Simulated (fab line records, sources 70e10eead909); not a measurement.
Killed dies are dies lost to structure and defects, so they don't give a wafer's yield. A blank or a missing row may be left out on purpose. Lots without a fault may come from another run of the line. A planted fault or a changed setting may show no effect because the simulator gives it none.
A struck lot beside a sound one | flow nand_harc | 19 steps out of a route of 1302
Sound: wafers L443.1, L443.3, L443.5. Struck: wafers L449.1, L449.2, L449.4. The cause comes at the end.
At each step with rows: each side's tool, then ch and its chambers, then its first start. Under that, the readings that differ: sound wafers | struck wafers | difference of the means | sigmas: that difference in standard deviations of wafers without a fault.
alike: readings whose means differ by less than 2 such deviations, and words and numbers that are the same on both sides. not compared: withheld readings, readings that some wafer has no value for, bounds like >300 that may hide the same value, and numbers for which the record gives no deviation and whose values overlap.
The two part at a step that has a row with sigmas, a row that says differs or no value, or rows on one side only. Numbers that don't overlap but have no deviation are shown without sigmas and don't part them. A reading that every wafer of one side lacks parts them only if that side has two wafers or more.

NHARC_P_GATE_ALD_36: deposits SiNx, target thk 20 nm, pulse time 60 s, ald cycles 223.
  sound on ald_sin-01 ch 1,2,3, day 8 10:28; struck on ald_sin-03 ch 1,2, day 11 06:43
  alike: heater_power_w, precursor_pulse_height_rel
NHARC_P_GATE_ETCHBACK_37: etches the open film in CHF3/O2, target depth 34.5 nm, time 17.2 s.
  sound on rie_diel-10 ch 0,2; struck on rie_diel-04 ch 0,1,2
  alike: drypump_motor_current_A, oes_product_au, rf_vpp_V, showerhead_plenum_p_Torr, throttle_valve_pct
  not compared: rf_hours_counter_h
NHARC_P_GATE_STRIP_101: strips in O2, time 20 s.
  sound on rie_diel-10 ch 0,2,3, day 8 20:04; struck on rie_diel-04 ch 0,1,2, day 11 18:27
  alike: drypump_motor_current_A, oes_product_au, rf_vpp_V, showerhead_plenum_p_Torr, throttle_valve_pct
  not compared: rf_hours_counter_h
then, 9 steps without rows for these wafers: NHARC_P_GATE_PRECLEAN_97 (cleans in SPM, time 600 s); NHARC_P_GATE_SRD_98; NHARC_P_GATE_PRECLEAN_99 (cleans in SC1); NHARC_P_GATE_SRD_100; NHARC_P_GATE_DEHYDRATE_38 (time 120 s); NHARC_P_GATE_HMDS_39 (time 30 s); NHARC_P_GATE_COAT_40; NHARC_P_GATE_SOFTBAKE_41 (time 95 s); NHARC_P_GATE_EBR_42.
NHARC_P_GATE_EXPOSE_43: exposes mask P NSD, target cd 720 nm.
  sound on krf_scanner-03 ch 0, day 8 20:42; struck on krf_scanner-04 ch 0, day 11 19:17
  reading              | sound                | struck               | difference | sigmas
  exposure_dose_mJ_cm2 | 14.810 14.827 14.822 | 12.927 12.898 12.923 | -1.904     | -99 or more
  alike: mask
then, 2 steps without rows for these wafers: NHARC_P_GATE_PEB_44 (peb time 85 s); NHARC_P_GATE_DEVELOP_45 (time 70 s).
NHARC_P_GATE_CD_MEAS_46: target cd 720 nm.
  sound on cd_sem-03 ch 0, day 8 20:52; struck on cd_sem-02 ch 0, day 11 19:27
  reading    | sound             | struck            | difference | sigmas
  cd_nm (nm) | 721.3 720.0 715.5 | 693.8 693.7 694.7 | -24.9      | -9
then, 1 step without rows for these wafers: NHARC_P_GATE_HARDBAKE_47 (time 80 s).
NHARC_P_GATE_DESCUM_48: chemistry O2, time 3 s.
  sound on rie_diel-10 ch 0,1,2, day 8 21:02; struck on rie_diel-04 ch 0,1,2, day 11 19:37
  reading                 | sound             | struck            | difference | sigmas
  model.P_GATE.cd_nm (nm) | 721.4 720.8 715.3 | 694.7 694.8 694.3 | -24.6      |
  alike: drypump_motor_current_A, oes_product_au, rf_vpp_V, showerhead_plenum_p_Torr, throttle_valve_pct
  not compared: rf_hours_counter_h
then, 1 step without rows for these wafers: NHARC_P_GATE_IMPLANT_49.

WHERE THEY PART
First at NHARC_P_GATE_EXPOSE_43; last, within this record, at NHARC_P_GATE_CD_MEAS_46. Later steps at which nothing parts them and some readings are alike: NHARC_P_GATE_DESCUM_48.

WHY: what the simulator had put in
Process parameter drift: krf_scanner-04, from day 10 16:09 on, at NHARC_P_GATE_EXPOSE_43. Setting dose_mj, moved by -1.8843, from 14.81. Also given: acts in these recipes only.
